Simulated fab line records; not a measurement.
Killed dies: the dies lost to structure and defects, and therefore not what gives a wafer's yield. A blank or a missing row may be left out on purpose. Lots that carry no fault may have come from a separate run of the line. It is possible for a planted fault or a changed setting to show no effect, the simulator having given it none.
A lot that was struck, set against a sound lot :: flow nand_harc :: 15 steps out of a route of 1159
Sound: these wafers, L499.2, L499.3, L499.5. Wafers L512.2, L512.4, L512.5 were the ones struck. Last of all comes the cause.
Per side, at each step with rows, come the tool, then ch with its chambers, and then its first start. Under that, the readings that differ: sound wafers :: struck wafers :: difference of the means :: sigmas: that difference in standard deviations of wafers without a fault.
alike: readings with means less than 2 such deviations apart, plus words and numbers identical on both sides. not compared: withheld readings, readings lacking a value on some wafer, bounds such as >300 that could conceal the same value, and numbers that have no deviation in the record and whose values overlap.
The two part at a step that has a row with sigmas, a row that says differs or no value, or rows on one side only. Numbers that have no deviation but don't overlap get no sigmas and don't part them. A reading that every wafer of one side lacks parts them only if that side has two wafers or more.

first, 3 steps without rows for these wafers: NHARC_P_GATE_SRD_72; NHARC_P_GATE_OXIDE_16 (material SiO2, target thk 3 nm, ox time 392 s); NHARC_P_GATE_CVD_17 (deposits poly-Si, target thk 150 nm, time 900 s).
NHARC_P_GATE_HM_DEP_102: deposits aC, target thk 120 nm.
  sound on acl_dep-03 ch 0, day 5 02:45; struck on acl_dep-03 ch 0, day 8 05:26
reading: susceptor_temp_C (C)
sound: - - -
struck: 400.08 399.81 399.89
difference: no value on the sound wafers
sigmas: 
  alike: throttle_valve_pct
NHARC_P_GATE_DEP_103: deposits SiON, target thk 30 nm.
  sound on pecvd-01 ch 0,1, day 5 03:18; struck on pecvd-04 ch 0,1,2, day 8 06:08
  alike: heater_power_w, susceptor_temp_C
then, 7 steps without rows for these wafers: NHARC_P_GATE_DEHYDRATE_18 (time 120 s); NHARC_P_GATE_HMDS_19 (time 30 s); NHARC_P_GATE_COAT_20 (resist thk 90 nm); NHARC_P_GATE_SOFTBAKE_21 (time 55 s); NHARC_P_GATE_EBR_22; NHARC_P_GATE_EXPOSE_23 (exposes mask P GATE, target cd 120 nm); NHARC_P_GATE_PEB_24 (peb time 65 s).
NHARC_P_GATE_DEVELOP_25: develop time 35 s.
  sound on litho_track-06 ch 0, day 5 03:00; struck on litho_track-04 ch 0, day 8 06:00
reading: developer_temp_C (C)
sound: 23.03 22.91 23.09
struck: 20.63 20.68 20.73
difference: -2.33
sigmas: -23
NHARC_P_GATE_CD_MEAS_26: target cd 120 nm.
  sound on cd_sem-01 ch 0, day 5 03:59; struck on cd_sem-03 ch 0, day 8 06:41
  alike: cd_nm
then, 1 step without rows for these wafers: NHARC_END_SORT_01.

== WHERE THEY PART ==
Last at NHARC_P_GATE_DEVELOP_25 as far as this record goes, first at NHARC_P_GATE_HM_DEP_102. Later steps at which nothing parts them and some readings are alike: NHARC_P_GATE_CD_MEAS_26.

WHY: the cause the simulator had injected
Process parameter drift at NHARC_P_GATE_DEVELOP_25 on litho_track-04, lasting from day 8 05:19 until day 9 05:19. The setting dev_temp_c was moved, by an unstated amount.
